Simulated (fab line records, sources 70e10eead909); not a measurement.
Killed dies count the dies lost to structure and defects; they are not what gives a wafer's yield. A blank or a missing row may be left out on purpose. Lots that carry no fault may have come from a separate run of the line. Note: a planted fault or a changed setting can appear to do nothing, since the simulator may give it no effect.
Matching of chambers / flow nand harc / ald hk-02 running NHARC_A_CHANNEL_FILL_D1_ALD_02: 4 sister chambers
The step deposits SiO2, target thk 6 nm, pulse time 10 s, ald cycles 60. 24 wafers are shown with their chamber, then 12 later ones without.

## WAFERS PAIRED WITH THEIR CHAMBERS
wafer=L075.1; chamber=1; heater power w (W)=489; precursor pulse height rel=0.981
wafer=L075.2; chamber=2; heater power w (W)=401; precursor pulse height rel=0.973
wafer=L075.4; chamber=0; heater power w (W)=528; precursor pulse height rel=0.950
wafer=L078.2; chamber=0; heater power w (W)=537; precursor pulse height rel=0.974
wafer=L078.4; chamber=3; heater power w (W)=454; precursor pulse height rel=0.985
wafer=L078.5; chamber=2; heater power w (W)=405; precursor pulse height rel=1.002
wafer=L077.3; chamber=2; heater power w (W)=400; precursor pulse height rel=1.017
wafer=L077.5; chamber=0; heater power w (W)=525; precursor pulse height rel=0.984
wafer=L077.6; chamber=1; heater power w (W)=495; precursor pulse height rel=0.999
wafer=L080.1; chamber=3; heater power w (W)=450; precursor pulse height rel=0.988
wafer=L080.3; chamber=2; heater power w (W)=402; precursor pulse height rel=0.960
wafer=L080.5; chamber=3; heater power w (W)=448; precursor pulse height rel=0.988
wafer=L082.1; chamber=1; heater power w (W)=508; precursor pulse height rel=0.988
wafer=L082.4; chamber=3; heater power w (W)=447; precursor pulse height rel=0.970
wafer=L082.5; chamber=1; heater power w (W)=493; precursor pulse height rel=1.014
wafer=L083.2; chamber=0; heater power w (W)=527; precursor pulse height rel=0.997
wafer=L083.4; chamber=1; heater power w (W)=498; precursor pulse height rel=1.025
wafer=L083.6; chamber=1; heater power w (W)=491; precursor pulse height rel=0.989
wafer=L089.1; chamber=2; heater power w (W)=398; precursor pulse height rel=0.998
wafer=L089.4; chamber=3; heater power w (W)=450; precursor pulse height rel=0.999
wafer=L089.5; chamber=1; heater power w (W)=498; precursor pulse height rel=1.026
wafer=L088.1; chamber=1; heater power w (W)=489; precursor pulse height rel=1.013
wafer=L088.5; chamber=3; heater power w (W)=448; precursor pulse height rel=0.984
wafer=L088.6; chamber=2; heater power w (W)=405; precursor pulse height rel=1.023

SIGNATURES (means of the wafers above)
reading=heater power w; chamber 0=529.25; chamber 1=495.12; chamber 2=401.83; chamber 3=449.50; scatter within a chamber=4.66
reading=precursor pulse height rel; chamber 0=0.97625; chamber 1=1.00438; chamber 2=0.99550; chamber 3=0.98567; scatter within a chamber=0.0184
Rule: for each reading, subtract the chamber's mean from the wafer's reading, divide by that reading's scatter and square the result; add these up over the readings and take the root, which gives the wafer's distance from the chamber. If the next closest chamber is less than 2 further off than the closest, the wafer can't be placed; otherwise it belongs to the closest. The scatter: the root of (the sum of the squares of (reading less its chamber's mean) over the shown wafers, divided by (wafers less chambers)).

## WAFERS WITHOUT THEIR CHAMBER
wafer=L092.3; heater power w (W)=404; precursor pulse height rel=0.996
wafer=L092.4; heater power w (W)=473; precursor pulse height rel=0.996
wafer=L092.5; heater power w (W)=490; precursor pulse height rel=1.020
wafer=L094.1; heater power w (W)=472; precursor pulse height rel=0.993
wafer=L094.4; heater power w (W)=528; precursor pulse height rel=1.015
wafer=L094.6; heater power w (W)=414; precursor pulse height rel=1.025
wafer=L095.2; heater power w (W)=470; precursor pulse height rel=0.992
wafer=L095.5; heater power w (W)=477; precursor pulse height rel=0.994
wafer=L095.6; heater power w (W)=534; precursor pulse height rel=1.020
wafer=L096.3; heater power w (W)=473; precursor pulse height rel=1.009
wafer=L096.5; heater power w (W)=436; precursor pulse height rel=0.987
wafer=L096.6; heater power w (W)=403; precursor pulse height rel=1.013

## EACH ONE'S CHAMBER
wafer=L092.3; from the rows above=2; in truth=2
wafer=L092.4; from the rows above=can't be placed: 1 or 3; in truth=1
wafer=L092.5; from the rows above=1; in truth=1
wafer=L094.1; from the rows above=can't be placed: 3 or 1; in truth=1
wafer=L094.4; from the rows above=0; in truth=0
wafer=L094.6; from the rows above=2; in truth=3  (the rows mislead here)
wafer=L095.2; from the rows above=can't be placed: 3 or 1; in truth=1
wafer=L095.5; from the rows above=can't be placed: 1 or 3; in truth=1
wafer=L095.6; from the rows above=0; in truth=0
wafer=L096.3; from the rows above=can't be placed: 1 or 3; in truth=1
wafer=L096.5; from the rows above=3; in truth=3
wafer=L096.6; from the rows above=2; in truth=2
Correctly placed: 6 of 12. These rows do not allow placing 5 (true chamber among the candidates in 5). 1 placed wrongly.
